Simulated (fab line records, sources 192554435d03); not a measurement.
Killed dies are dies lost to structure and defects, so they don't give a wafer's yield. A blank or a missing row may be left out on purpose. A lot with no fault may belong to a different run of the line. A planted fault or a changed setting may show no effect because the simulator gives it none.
Split-lot experiment    flow n5_finfet    7 lots, 39 wafers read, on a route of 1938 steps

== SPLIT DETAILS ==
At N5_MOL_CONTACT_COAG_ALD_123 (deposits SiNx, target thk 5 nm, pulse time 1 s, purge time 2 s), the setting ald_cycles was moved away from the recipe's 100 on 15 of the 39 wafers read, by +6.0% to +16.0%. All remaining wafers had this setting at the recipe value.

== FROM THE SPLIT TO THE READING: what the file shows between them, 5 steps ==
- N5_MOL_CONTACT_COAG_VIA_ETCH_46: etches SiO2 in C4F6/O2, target depth 46 nm, overetch 9.2 nm, time 40 s (also split here: bias_w)
- N5_MOL_CONTACT_COAG_STRIP_96: strips in N2/H2
- N5_MOL_CONTACT_COAG_ETCH_47: etches SiNx in CH3F/O2, stops on W, target depth 27 nm
- N5_MOL_CONTACT_COAG_STRIP_120: strips in CHF3
- N5_MOL_CONTACT_COAG_VIA_ETCH_117: etches SiO2 in C4F6/O2, target depth 40 nm, overetch 8 nm, time 26 s

== THE READING ==
etch.depth_nm (the simulator's own value, which no gauge read), in nm, at N5_MOL_CONTACT_COAG_ETCH_124 (etches SiNx in CH3F/O2, stops on SiOC, target depth 6.5 nm). There is no usual value for it anywhere in the file. Average 5.010 nm, standard deviation 0.022 nm, over the 24 wafers here run with the recipe.

wafer   tool, chamber at the split  ald_cycles as run  against the recipe  etch.depth_nm, nm  against lot-mates on the recipe
L080.1  ald_sin-04, 2,1,3           100                recipe              5.025              -
L080.2  ald_sin-04, 2,1,3           100                recipe              5.032              -
L080.3  ald_sin-04, 2,1,3           100                recipe              5.016              -
L080.4  ald_sin-04, 3,2,1           107                +7.0%               5.334              +0.310
L080.5  ald_sin-04, 3,2,1           107                +7.0%               5.379              +0.355
L080.6  ald_sin-04, 3,2,1           107                +7.0%               5.346              +0.322
L084.1  ald_sin-04, 1,0,2           100                recipe              5.015              -
L084.2  ald_sin-04, 1,0,2           100                recipe              5.012              -
L084.3  ald_sin-04, 3,2,1           107                +7.0%               5.378              +0.373
L084.4  ald_sin-04, 3,2,1           107                +7.0%               5.41               +0.405
L084.5  ald_sin-04, 1,0,2           100                recipe              4.988              -
L084.6  ald_sin-04, 3,2,1           107                +7.0%               5.375              +0.370
L085.2  ald_sin-04, 0,3,1           100                recipe              5.021              -
L085.4  ald_sin-04, 0,3,1           100                recipe              5.027              -
L085.6  ald_sin-04, 0,3,1           100                recipe              4.973              -
L088.1  ald_sin-03, 1,0,3,2,1,2     100                recipe              5.027              -
L088.2  ald_sin-03, 1,0,3,2,1,2     100                recipe              5.008              -
L088.3  ald_sin-03, 1,0,3,2,1,2     100                recipe              4.988              -
L088.4  ald_sin-03, 1,0,3,2,1,2     100                recipe              5.002              -
L088.5  ald_sin-03, 1,0,3,2,1,2     100                recipe              5.02               -
L088.6  ald_sin-03, 1,0,3,2,1,2     100                recipe              4.979              -
L091.1  ald_sin-03, 0,1,2           100                recipe              5.066              -
L091.2  ald_sin-03, 2,3,1           106                +6.0%               5.311              +0.276
L091.3  ald_sin-03, 2,3,1           106                +6.0%               5.341              +0.306
L091.4  ald_sin-03, 2,3,1           106                +6.0%               5.346              +0.311
L091.5  ald_sin-03, 0,1,2           100                recipe              5.015              -
L091.6  ald_sin-03, 0,1,2           100                recipe              5.023              -
L093.1  ald_sin-04, 3,0,0           113                +13.0%              5.614              +0.622
L093.2  ald_sin-04, 3,0,0           113                +13.0%              5.604              +0.612
L093.3  ald_sin-04, 1,2,1           100                recipe              5.006              -
L093.4  ald_sin-04, 1,2,1           100                recipe              4.978              -
L093.5  ald_sin-04, 1,2,1           100                recipe              4.993              -
L093.6  ald_sin-04, 3,0,0           113                +13.0%              5.634              +0.642
L092.1  ald_sin-03, 0,3,1           116                +16.0%              5.775              +0.767
L092.2  ald_sin-03, 2,0,1           100                recipe              4.99               -
L092.3  ald_sin-03, 0,3,1           116                +16.0%              5.779              +0.771
L092.4  ald_sin-03, 0,3,1           116                +16.0%              5.813              +0.805
L092.5  ald_sin-03, 2,0,1           100                recipe              4.994              -
L092.6  ald_sin-03, 2,0,1           100                recipe              5.04               -
If several chambers appear in one row, that row covers several wafers at once and the file leaves open which wafer was in which chamber.

FIT RESULTS
A straight line over all 39 wafers: etch.depth_nm changes by +0.0486 nm for each +1% of ald_cycles; r = +1.00; the points scatter about the line by 0.025 nm.
The same after taking each lot's own level away (the mean of its wafers on the recipe; 39 wafers): +0.0488 nm for each +1%; r = +1.00; scatter 0.022 nm.
The reading moves by 0.78 nm for the largest change in ald_cycles, on that fit.
Across the lots, their own levels run from 4.9923 to 5.0347 nm, a range of 2.0 times the standard deviation given above.
The two slopes agree, so the slope changes little with the lot-to-lot level.
Check: for one of the wafers moved furthest among these (+16.0%), held out of the fit, the line's prediction against its lot-mates is +0.786 nm. Against them it came out at +0.767 nm.

== ADDITIONAL SPLITS CARRIED BY THESE WAFERS ==
These wafers also went through other splits before the reading. Each is held against what the fit with the lots' levels taken away leaves over:
other split on the same wafers          wafers away from the commonest value  r with etch.depth_nm (lot level and that fit taken away)
N5_DUMMY_GATE_ETCH_31 target_depth_a    15                                    +0.10
N5_DUMMY_GATE_ETCH_42 bias_w            12                                    -0.08
N5_SD_ACTIVATION_LSA_01 time_s          18                                    -0.06
N5_MOL_CONTACT_COAG_VIA_ETCH_46 bias_w  12                                    -0.02

== THE WHOLE CHAIN: every reading that the file lists as answering this split, in the file's order ==
step                          what it does                                                    reading                                                                                   change (the file's fit)                 r (the file's)
N5_MOL_CONTACT_COAG_ALD_123   deposits SiNx, target thk 5 nm, pulse time 1 s, purge time 2 s  SiNx_of_MOL_CONTACT_COAG_ALD_123.thk_nm (the simulator's own value, which no gauge read)  +0.0512 nm for each +1% of the setting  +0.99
N5_MOL_CONTACT_COAG_ETCH_124  etches SiNx in CH3F/O2, stops on SiOC, target depth 6.5 nm      etch.depth_nm (the simulator's own value, which no gauge read)                            +0.049 nm for each +1% of the setting   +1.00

== FILE'S OWN FIT ==
etch.depth_nm changes by +0.049 nm for each +1% of ald_cycles, r = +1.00.
